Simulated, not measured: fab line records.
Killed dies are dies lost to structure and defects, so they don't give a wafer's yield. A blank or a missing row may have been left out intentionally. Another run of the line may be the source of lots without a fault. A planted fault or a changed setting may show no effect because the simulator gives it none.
Comparing a struck lot with a sound one    flow nand_harc    17 steps out of a route of 1302
Sound: the wafers L630.1, L630.5, L630.6. The struck wafers were L639.5, L639.6. The cause is named last.
Each step with rows lists, per side, the tool, then ch with its chambers, then its first start. Under that, the readings that differ: sound wafers    struck wafers    difference of the means    sigmas: that difference in standard deviations of wafers without a fault.
alike: a reading whose means differ by less than 2 such deviations, as well as words and numbers matching on both sides. not compared: withheld readings; readings where some wafer has no value; bounds like >300 that might hide an equal value; numbers whose values overlap and for which the record gives no deviation.
A row with sigmas, a row that says differs or no value, or rows on one side alone: a step with any of these is where the two part. Numbers that don't overlap but have no deviation are shown without sigmas and don't part them. Lack of a reading on every wafer of one side parts them only where that side has two or more wafers.

first, 1 step without rows for these wafers: NHARC_A_M0_SRD_25.
NHARC_A_M0_INSPECT_27:
  struck on defect_inspect-01, day 29 17:26; sound on defect_inspect-01, day 25 12:31
  alike: raw_defect_count
NHARC_A_M0_PRE_CLEAN_31: time 12 s.
  sound on pecvd-01 ch 0,1,2, day 25 12:37; struck on pecvd-01 ch 0,1, day 29 17:32
  alike: heater_power_w
NHARC_A_M0_DEP_32: deposits SiCN, target thk 30 nm.
  sound on pecvd-01 ch 0,1,2, day 25 12:45; struck on pecvd-01 ch 0,1, day 29 17:43
  alike: heater_power_w, showerhead_vpp_V
then, 7 steps without rows for these wafers: NHARC_A_M1_DEP_00 (deposits SiOC, target thk 182.5 nm); NHARC_A_M1_DEHYDRATE_01 (time 120 s); NHARC_A_M1_HMDS_02 (time 30 s); NHARC_A_M1_COAT_34 (time 65 s); NHARC_A_M1_COAT_03 (resist thk 90 nm); NHARC_A_M1_SOFTBAKE_04 (time 55 s); NHARC_A_M1_EBR_05.
NHARC_A_M1_EXPOSE_06: exposes mask A M1, target cd 120 nm.
  sound on arfi_scanner-01 ch 0, day 25 13:46; struck on arfi_scanner-01 ch 0, day 29 18:34
reading                       sound                 struck       difference  sigmas
model.A_M1.overlay_x_nm (nm)  -1.375 -1.375 -1.375  14.07 14.07  +15.45      
  alike: mask, reticle_temp_C
then, 2 steps without rows for these wafers: NHARC_A_M1_PEB_07 (peb time 65 s); NHARC_A_M1_DEVELOP_08 (develop time 35 s).
NHARC_A_M1_CD_MEAS_09 targets a cd of 120 nm.
  sound on cd_sem-03 ch 0, day 25 13:55; struck on cd_sem-03 ch 0, day 29 18:41
  alike: cd_nm
NHARC_A_M1_OVL_MEAS_10: pitch 240 nm.
  struck on overlay-01, day 29 18:46; sound on overlay-02, day 25 13:59
reading            sound           struck     difference  sigmas
overlay_x_nm (nm)  -1.5 -1.4 -1.6  13.6 13.9  +15.2       +19
  alike: overlay_y_nm
NHARC_A_M1_INSPECT_11:
  struck on defect_inspect-01, day 29 18:49; sound on defect_inspect-02, day 25 14:02
  alike: raw_defect_count

== WHERE THEY PART ==
At NHARC_A_M1_OVL_MEAS_10 and nowhere else, as far as this record goes. Later steps at which nothing parts them and some readings are alike: NHARC_A_M1_INSPECT_11.

WHY: what had been put in by the simulator
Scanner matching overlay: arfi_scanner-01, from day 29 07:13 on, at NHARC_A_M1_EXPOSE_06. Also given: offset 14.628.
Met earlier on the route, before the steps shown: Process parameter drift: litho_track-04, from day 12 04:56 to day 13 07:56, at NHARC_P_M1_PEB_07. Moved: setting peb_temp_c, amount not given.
